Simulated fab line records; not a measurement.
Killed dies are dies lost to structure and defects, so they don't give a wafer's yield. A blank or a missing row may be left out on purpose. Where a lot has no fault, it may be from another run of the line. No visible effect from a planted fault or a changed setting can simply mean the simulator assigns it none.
A struck lot beside a sound one + flow n5Finfet + 15 out of 1938 route steps
Sound: these wafers, L711.1, L711.3, L711.6. Wafers struck: L723.1, L723.2. The cause is named last.
At each step with rows: each side's tool, then ch and its chambers, then its first start. Under that, the readings that differ: sound wafers + struck wafers + difference of the means + sigmas: that difference in standard deviations of wafers without a fault.
alike: readings whose means differ by less than 2 such deviations, and words and numbers that are the same on both sides. not compared: withheld readings, readings that some wafer has no value for, bounds like >300 that may hide the same value, and numbers for which the record gives no deviation and whose values overlap.
The two part at a step that has a row with sigmas, a row that says differs or no value, or rows on one side only. Non-overlapping numbers with no deviation appear without sigmas and do not part them. A reading missing from all wafers of one side parts the sides only when that side holds two or more wafers.

first, 1 step without rows for these wafers: N5_BEOL_M8_CURE_75 (cures SiCOH lowk, time 120 s).
N5_BEOL_M8_DEGAS_44: time 60 s.
  sound on pvdSputter-02 at day 11 15:10; struck on pvdSputter-03 at day 14 07:41
  alike: heaterPowerW
then, 1 step without rows for these wafers: N5_BEOL_M8_PRE_CLEAN_45 (time 30 s).
N5_BEOL_M8_ALD_77: deposits TaN, target thk 2 nm, pulse time 2 s, purge time 3 s.
  sound on aldMetal-01 ch 1,3, day 11 15:22; struck on aldMetal-04 ch 1,3, day 14 07:49
  alike: chamberPressureTorr, heaterPowerW
N5_BEOL_M8_SURFACE_TREAT_79:
  sound on pvdSputter-02 at day 11 16:08; struck on pvdSputter-02 at day 14 08:21
  not compared: throttleValvePct
then, 1 step without rows for these wafers: N5_BEOL_M8_CVD_78 (deposits Co from CCTBA/H2, target thk 2 nm, time 142.3 s).
N5_BEOL_M8_SPUTTER_48: material Cu, target thk 10 nm, time 1.667 s.
  sound on pvdSputter-01 at day 11 16:23; struck on pvdSputter-02 at day 14 08:35
  alike: substrateTempC, throttleValvePct
then, 1 step without rows for these wafers: N5_BEOL_M8_ECD_50 (material Cu, target thk 300 nm).
N5_BEOL_M8_ANNEAL_51: time 90 s.
  sound on rtpAnneal-01 ch 0, day 11 16:35; struck on rtpAnneal-01 ch 0, day 14 09:59
  alike: wafer_temp_C_max
then, 1 step without rows for these wafers: N5_BEOL_M8_CMP_52 (polishes, stops on SiCOH lowk, t overpolish 6.9 s, target thk 80 nm).
N5_BEOL_M8_THK_MEAS_53: measures by xrf.
  sound on filmMetro-01 at day 11 17:11; struck on filmMetro-01 at day 14 10:35
  alike: M8_THK
then, 1 step without rows for these wafers: N5_BEOL_M8_PRE_CLEAN_55 (time 15 s).
N5_BEOL_M8_DEP_56: deposits SiCN from 3MS/NH3, target thk 10 nm, time 17.5 s.
  sound on pecvd-01 ch 0,2, day 11 17:15; struck on pecvd-01 ch 0,1, day 14 10:51
  alike: chamberPressureTorr, showerheadPlenumPTorr, throttleValvePct
N5_BEOL_M8_RS_MEAS_57: a four-point-probe measurement.
  sound on filmMetro-02 at day 11 17:20; struck on filmMetro-01 at day 14 10:55
  alike: M8_RS
-- a jump in the record: the struck wafers' starts before and after are 3 days apart (it breaks off in module BEOL_M8 and resumes in module PASSIVATION, where the first step shown is number 1936 of the route) --
N5_PASSIVATION_PROBE_49:
  sound on prober-01 at day 14 08:52; struck on prober-01 at day 17 02:52
  alike: defectLimitedYield, killed_at_M0_to_M3, killed_at_M4_up, killedAtContacts, killedAtFrontEnd, killedAtOther, killedDies, killedOnRim, killedOpen, killedShort, sort_bin_5_function, sort_bin_6_memory, sortNPass, sortYieldPct

WHERE THEY PART
Nowhere in this record.

WHY: the cause the simulator had injected
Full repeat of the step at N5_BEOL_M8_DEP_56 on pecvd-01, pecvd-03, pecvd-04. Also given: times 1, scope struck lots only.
